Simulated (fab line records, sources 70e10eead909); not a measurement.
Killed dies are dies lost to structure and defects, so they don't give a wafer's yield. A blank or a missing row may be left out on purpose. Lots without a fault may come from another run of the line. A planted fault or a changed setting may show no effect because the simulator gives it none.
A struck lot beside a sound one | flow nand_harc | 15 steps out of a route of 1159
Sound: wafers L676.3, L676.4, L676.6. Struck: wafer L687.2. (L687.6 of the same lot was not struck and is left out.) The cause comes at the end.
At each step with rows: each side's tool, then ch and its chambers, then its first start. Under that, the readings that differ: sound wafers | struck wafers | difference of the means | sigmas: that difference in standard deviations of wafers without a fault.
alike: readings whose means differ by less than 2 such deviations, and words and numbers that are the same on both sides. not compared: withheld readings, readings that some wafer has no value for, bounds like >300 that may hide the same value, and numbers for which the record gives no deviation and whose values overlap.
The two part at a step that has a row with sigmas, a row that says differs or no value, or rows on one side only. Numbers that don't overlap but have no deviation are shown without sigmas and don't part them. A reading that every wafer of one side lacks parts them only if that side has two wafers or more.

first, 8 steps without rows for these wafers: NHARC_A_CONTACT_COAT_34 (time 75 s); NHARC_A_CONTACT_COAT_35 (time 65 s); NHARC_A_CONTACT_COAT_36 (resist thk 90 nm); NHARC_A_CONTACT_SOFTBAKE_37 (time 55 s); NHARC_A_CONTACT_EBR_38; NHARC_A_CONTACT_EXPOSE_39 (exposes mask A CC 3); NHARC_A_CONTACT_PEB_40 (peb time 65 s); NHARC_A_CONTACT_DEVELOP_41 (develop time 35 s).
NHARC_A_CONTACT_CD_MEAS_42: target cd 200 nm.
  sound on cd_sem-01 ch 0, day 16 10:55; struck on cd_sem-03 ch 0, day 18 19:45
  alike: cd_nm
NHARC_A_CONTACT_OVL_MEAS_43:
  sound on overlay-02, day 16 11:00; struck on overlay-02, day 18 19:50
  alike: overlay_x_nm, overlay_y_nm
NHARC_A_CONTACT_INSPECT_44:
  sound on defect_inspect-01, day 16 11:02; struck on defect_inspect-02, day 18 19:52
  alike: raw_defect_count
NHARC_A_CONTACT_DESCUM_47: chemistry O2, time 3 s.
  sound on rie_diel-04 ch 0,2,3, day 16 11:06; struck on rie_diel-04 ch 3, day 18 19:56
  alike: drypump_motor_current_A, oes_product_au, rf_vpp_V, showerhead_plenum_p_Torr, throttle_valve_pct
  not compared: rf_hours_counter_h
NHARC_A_CONTACT_ETCH_48: etches the open film in CF4, target depth 39 nm, time 65 s.
  sound on rie_diel-04 ch 0,2,3, day 16 11:12; struck on rie_diel-04 ch 0, day 18 20:02
  reading               | sound             | struck | difference | sigmas
  oes_product_au (a.u.) | 0.992 0.998 1.012 | 0.818  | -0.183     | -15
  alike: bias_w, drypump_motor_current_A, rf_vpp_V, showerhead_plenum_p_Torr, throttle_valve_pct
  not compared: rf_hours_counter_h
NHARC_A_CONTACT_ETCH_49: etches the open film in N2/H2, target depth 260 nm, time 475.3 s.
  sound on rie_diel-04 ch 1,2,3; struck on rie_diel-04 ch 3
  alike: bias_w, drypump_motor_current_A, h2_flow_sccm, n2_flow_sccm, oes_product_au, rf_vpp_V, showerhead_plenum_p_Torr, throttle_valve_pct
  not compared: rf_hours_counter_h
NHARC_END_SORT_01:
  the record has rows for the sound wafers here (prober-02 ch 0, day 19 18:07) and none for the struck ones

WHERE THEY PART
First at NHARC_A_CONTACT_ETCH_48; last, within this record, at NHARC_END_SORT_01.

WHY: what the simulator had put in
Process parameter drift: rie_diel-04, from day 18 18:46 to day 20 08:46, at NHARC_A_CONTACT_ETCH_48. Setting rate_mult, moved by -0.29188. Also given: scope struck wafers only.
